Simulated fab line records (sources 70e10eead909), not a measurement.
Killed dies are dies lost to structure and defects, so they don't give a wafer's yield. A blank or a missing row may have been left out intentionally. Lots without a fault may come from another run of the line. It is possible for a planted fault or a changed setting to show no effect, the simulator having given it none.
The tool behind it: which one?	flow nand harc	12 lots with 36 wafers sampled at 5 steps, on a route of 1302 steps

## WHAT THE GAUGES READ, wafer by wafer
NHARC_P_CONTACT_CD_MEAS_19.
lot	measured	on	cd nm (nm)
L113	day 7 00:38	cd sem-02	90.5 89.8 89.5
L115	day 7 18:23	cd sem-01	89.9 91.0 91.2
L117	day 8 23:37	cd sem-01	89.4 89.9 91.4
L123	day 11 04:17	cd sem-03	89.9 89.6 91.1
L125	day 11 21:08	cd sem-02	92.3 88.4 92.9
L124	day 11 22:01	cd sem-03	89.9 87.7 90.3
L126	day 12 15:22	cd sem-01	90.2 87.7 91.6
L129	day 13 23:55	cd sem-02	90.0 91.9 88.6
L130	day 14 05:03	cd sem-01	91.6 91.8 89.3
L131	day 14 16:53	cd sem-01	91.7 92.4 90.2
L132	day 15 01:24	cd sem-01	88.4 88.1 87.7
L133	day 15 17:48	cd sem-02	90.3 86.9 90.2

NHARC_END_SORT_01.
lot	measured	on	defect limited yield (%)	killed at array	killed at other	killed at periphery	killed dies	killed open	killed short
L123	day 29 19:01	prober-02	88.0 91.9 91.4	75 54 54	1 0 2	5 1 2	81 55 58	5 1 1	3 2 3
L125	day 30 00:23	prober-02	91.7 93.2 92.2	52 39 48	0 0 1	4 7 4	56 46 53	4 2 7	2 2 2
L124	day 29 17:17	prober-01	92.6 90.5 92.9	49 56 44	1 0 1	0 8 3	50 64 48	1 3 1	4 7 1
L132	day 33 05:31	prober-02	90.8 90.4 92.9	59 62 47	2 0 0	1 3 1	62 65 48	3 5 0	2 1 2

## EACH LOT AND THE TOOL THAT RAN IT (in order: tool; ch and the chambers of the sampled wafers; start)
lot	NHARC_P_CONTACT_ETCH_35	NHARC_P_CONTACT_STRIP_28	NHARC_P_M0_SOFTBAKE_04
L113	rie diel-12 ch 0,1,2, day 6 23:52	rie diel-03 ch 0,2,3, day 7 00:43	litho track-06 ch 0, day 7 03:00
L115	rie diel-12 ch 0,1,2, day 7 17:35	rie diel-03 ch 1,2,3, day 7 18:28	litho track-04 ch 0, day 7 21:00
L117	rie diel-12 ch 0,1,3, day 8 22:50	rie diel-03 ch 1,2, day 8 23:42	litho track-04 ch 0, day 9 02:00
L123	rie diel-03 ch 1,2, day 11 03:30	rie diel-13 ch 0,2,3, day 11 04:23	litho track-04 ch 0, day 11 07:00
L125	rie diel-12 ch 0,1,3, day 11 20:21	rie diel-12 ch 0,2,3, day 11 21:14	litho track-04 ch 0, day 11 23:00
L124	rie diel-13 ch 0,1,3, day 11 21:14	rie diel-03 ch 0,1,2, day 11 22:05	litho track-06 ch 0, day 12 00:00
L126	rie diel-12 ch 0,1,3, day 12 14:34	rie diel-03 ch 0,1,3, day 12 15:26	litho track-06 ch 0, day 12 18:00
L129	rie diel-13 ch 0,2,3, day 13 23:08	rie diel-03 ch 0,1, day 13 23:59	litho track-06 ch 0, day 14 02:00
L130	rie diel-03 ch 0,2,3, day 14 04:16	rie diel-12 ch 0,1,3, day 14 05:08	litho track-01 ch 0, day 14 07:00
L131	rie diel-03 ch 1,2,3, day 14 16:05	rie diel-13 ch 1,2,3, day 14 16:59	litho track-06 ch 0, day 14 19:00
L132	rie diel-13 ch 0,1,2, day 15 00:29	rie diel-12 ch 0,2,3, day 15 01:28	litho track-04 ch 0, day 15 04:00
L133	rie diel-13 ch 0,1,2, day 15 16:53	rie diel-13 ch 0,1,2, day 15 17:53	litho track-04 ch 0, day 15 20:00
- NHARC_P_CONTACT_ETCH_35: etches the open film in CF4, target depth 39 nm, time 65 s.
- NHARC_P_CONTACT_STRIP_28: strips in O2.
- NHARC_P_M0_SOFTBAKE_04: time 55 s.

## AS READ BY THE TOOLS THEMSELVES (means over the sampled wafers that have a number; for cases with no such wafer, the mark the record gives instead)
NHARC_P_CONTACT_ETCH_35.
lot	tool	chamber pressure mTorr (mTorr)	drypump motor current A (A)	oes product au (a.u.)	rf vpp V (V)	showerhead plenum p Torr (Torr)	throttle valve pct (%)
L113	rie diel-12	50.01	5.7	0.985	153.7	1.88	13.288
L115	rie diel-12	49.99	5.7	0.989	152.7	1.88	13.288
L117	rie diel-12	50.01	5.9	1.004	152.2	1.81	13.286
L123	rie diel-03	49.97	5.5	1.000	150.9	1.72	13.282
L125	rie diel-12	50.01	5.9	1.005	151.7	1.81	13.285
L124	rie diel-13	49.98	6.3	0.999	151.7	1.79	13.292
L126	rie diel-12	50.01	5.9	1.001	151.4	1.81	13.293
L129	rie diel-13	50.00	6.1	1.008	151.1	1.75	13.286
L130	rie diel-03	50.04	5.6	1.001	151.2	1.74	13.280
L131	rie diel-03	50.00	5.7	0.995	151.9	1.73	13.289
L132	rie diel-13	49.96	6.0	1.001	150.9	1.77	13.289
L133	rie diel-13	49.98	6.0	1.000	151.4	1.77	13.284

NHARC_P_CONTACT_STRIP_28.
lot	tool	chamber pressure mTorr (mTorr)	drypump motor current A (A)	oes product au (a.u.)	rf vpp V (V)	showerhead plenum p Torr (Torr)	throttle valve pct (%)
L113	rie diel-03	59.95	5.5	0.999	58.0	3.47	17.034
L115	rie diel-03	59.96	5.7	1.005	57.7	3.45	17.040
L117	rie diel-03	60.00	5.6	1.008	57.9	3.41	17.039
L123	rie diel-13	60.01	6.1	0.995	57.9	3.50	17.028
L125	rie diel-12	60.04	5.9	0.998	58.5	3.60	17.037
L124	rie diel-03	60.00	5.3	1.000	57.0	3.44	17.038
L126	rie diel-03	59.97	5.4	0.999	57.7	3.48	17.037
L129	rie diel-03	60.02	5.0	1.002	57.4	3.46	17.040
L130	rie diel-12	59.99	5.9	1.004	58.0	3.62	17.030
L131	rie diel-13	59.99	6.1	0.997	57.6	3.45	17.030
L132	rie diel-12	59.99	5.9	0.986	57.5	3.60	17.043
L133	rie diel-13	59.98	6.0	1.003	57.6	3.53	17.044

NHARC_P_M0_SOFTBAKE_04.
lot	tool	heater power total W (W)	resist line temp C (C)
L113	litho track-06	188.53	23.13
L115	litho track-04	181.65	22.88
L117	litho track-04	181.55	22.88
L123	litho track-04	188.55	23.21
L125	litho track-04	188.38	23.01
L124	litho track-06	188.50	23.03
L126	litho track-06	188.41	23.02
L129	litho track-06	188.40	22.87
L130	litho track-01	188.33	22.83
L131	litho track-06	188.37	23.05
L132	litho track-04	188.40	22.95
L133	litho track-04	188.40	23.00

## THE ANSWER, worked out from the rows above alone
Rule: the usual values come from the lots themselves. The widest of any qualifying gaps counts: lots, ordered by their means at a reading, are off when they make up no more than a third of the lots, leave a main group of 4 or more, and stand apart from it by 3 or more times the standard deviation of that group's means. The tables above print the reading to a certain number of digits; a main group whose means all agree to those digits is not used. Also off: a lot with no number at a reading for which 4 or more lots have one. All remaining lots with rows at the step are treated as sound. Order of review: gauges by route order, followed by the tools' own readings, for which a lot's mean as printed above is used. The first step at which some lot is off is used, and at that step the reading that is off furthest; a lot without a number counts as furthest.
Off: L115, L117, at NHARC_P_M0_SOFTBAKE_04 (heater power total W). The main group has a mean of 188.43 W with a standard deviation of 0.07.
A tool fits if, at that step or a process step before it, it ran every lot that is off, and no sound lot after the first of them. Not one of the candidates tried fits.

## WHAT HAD BEEN PUT IN BY THE SIMULATOR
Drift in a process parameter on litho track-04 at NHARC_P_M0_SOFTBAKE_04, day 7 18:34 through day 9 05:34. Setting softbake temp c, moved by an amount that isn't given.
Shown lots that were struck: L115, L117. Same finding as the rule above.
